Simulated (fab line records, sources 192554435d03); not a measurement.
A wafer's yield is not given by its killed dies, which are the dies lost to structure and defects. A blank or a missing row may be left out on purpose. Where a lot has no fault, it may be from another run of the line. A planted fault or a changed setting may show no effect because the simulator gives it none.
Chamber matching -- flow n5Finfet -- N5_BEOL_M5_STRIP_36 on rieDiel-05: 4 sister chambers
The step strips in N2/H2. 4 wafers are shown with their chamber, then 12 later ones without.

== EACH WAFER AND ITS CHAMBER ==
wafer,chamber,drypumpMotorCurrentA (A)
L079.5,3,5.3
L086.4,2,5.4
L086.5,0,6.3
L086.6,1,5.3

== WAFERS WHOSE CHAMBER IS MISSING ==
wafer,drypumpMotorCurrentA (A)
L092.4,5.4
L092.5,5.3
L092.6,5.4
L093.1,5.4
L093.2,6.4
L093.3,5.3
L093.4,5.3
L093.5,5.5
L093.6,5.3
L097.1,5.5
L097.3,6.3
L097.6,5.3

== EACH ONE'S CHAMBER ==
wafer,from the rows above,in truth
L092.4,2,2
L092.5,can't be placed: 1 or 3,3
L092.6,2,2
L093.1,2,2
L093.2,0,0
L093.3,can't be placed: 1 or 3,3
L093.4,can't be placed: 1 or 3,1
L093.5,2,2
L093.6,can't be placed: 1 or 3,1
L097.1,2,2
L097.3,0,0
L097.6,can't be placed: 1 or 3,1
Correct placement for 7 of the 12. Can't be placed from these rows: 5 (the true chamber is among the candidates in 5). Number placed wrongly: 0.
How it was worked out, from the rows above alone: a wafer's distance from a chamber is the root of the sum, over the readings, of the square of ((its reading less the chamber's mean) divided by the reading's scatter). If the next closest chamber is less than 2 further off than the closest, the wafer can't be placed; otherwise it belongs to the closest. For every chamber, the mean is computed from those of its wafers that are shown. The scatter: root of mean squared gap, hidden wafer to nearest shown wafer, with one shown wafer a chamber.
